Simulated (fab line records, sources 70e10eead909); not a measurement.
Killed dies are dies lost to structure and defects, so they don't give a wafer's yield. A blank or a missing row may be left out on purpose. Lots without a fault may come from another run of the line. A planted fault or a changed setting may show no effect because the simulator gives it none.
Chamber matching | flow nand_harc | NHARC_A_STAIRCASE_ETCH_292 on rie_diel-13: 4 sister chambers
The step etches the open film in CF4/CHF3. 14 wafers are shown with their chamber, then 7 later ones without.

WAFERS WITH THEIR CHAMBER
wafer  | chamber | showerhead_plenum_p_Torr (Torr) | drypump_motor_current_A (A) | rf_vpp_V (V)
L082.2 | 2       | 1.64                            | 5.4                         | 373.7
L082.3 | 3       | 1.49                            | 4.9                         | 367.7
L082.5 | 3       | 1.49                            | 5.0                         | 366.6
L087.3 | 1       | 1.53                            | 5.5                         | 369.2
L087.4 | 2       | 1.64                            | 5.4                         | 372.2
L087.5 | 1       | 1.53                            | 5.5                         | 369.3
L089.1 | 3       | 1.48                            | 4.9                         | 366.7
L089.2 | 1       | 1.53                            | 5.6                         | 369.9
L089.5 | 0       | 1.69                            | 5.3                         | 374.5
L092.1 | 2       | 1.64                            | 5.4                         | 372.0
L092.3 | 3       | 1.48                            | 4.9                         | 367.9
L092.5 | 0       | 1.69                            | 5.2                         | 373.1
L091.1 | 1       | 1.53                            | 5.6                         | 369.1
L091.2 | 0       | 1.69                            | 5.2                         | 373.9

SIGNATURES (means of the wafers above)
reading                  | chamber 0 | chamber 1 | chamber 2 | chamber 3 | scatter within a chamber
showerhead_plenum_p_Torr | 1.6900    | 1.5300    | 1.6400    | 1.4850    | 0.00316
drypump_motor_current_A  | 5.233     | 5.550     | 5.400     | 4.925     | 0.0492
rf_vpp_V                 | 373.833   | 369.375   | 372.633   | 367.225   | 0.667
Rule: a wafer's distance from a chamber is the root of the sum, over the readings, of the square of ((its reading less the chamber's mean) divided by the reading's scatter). The wafer belongs to the nearest chamber; if the next one is less than 2 further off, it can't be placed. The scatter: the root of (the sum of the squares of (reading less its chamber's mean) over the shown wafers, divided by (wafers less chambers)).

WAFERS WITHOUT THEIR CHAMBER
wafer  | showerhead_plenum_p_Torr (Torr) | drypump_motor_current_A (A) | rf_vpp_V (V)
L091.6 | 1.48                            | 4.9                         | 369.5
L094.2 | 1.48                            | 4.9                         | 368.4
L094.3 | 1.69                            | 5.3                         | 375.0
L094.4 | 1.52                            | 5.6                         | 368.8
L096.1 | 1.69                            | 5.2                         | 373.5
L096.3 | 1.48                            | 5.0                         | 366.6
L096.4 | 1.52                            | 5.6                         | 369.6

WHICH CHAMBER EACH WENT THROUGH
wafer  | from the rows above | in truth
L091.6 | 3                   | 3
L094.2 | 3                   | 3
L094.3 | 0                   | 0
L094.4 | 1                   | 1
L096.1 | 0                   | 0
L096.3 | 3                   | 3
L096.4 | 1                   | 1
Placed correctly: 7 of 7. Can't be placed from these rows: 0. Placed wrongly: 0.
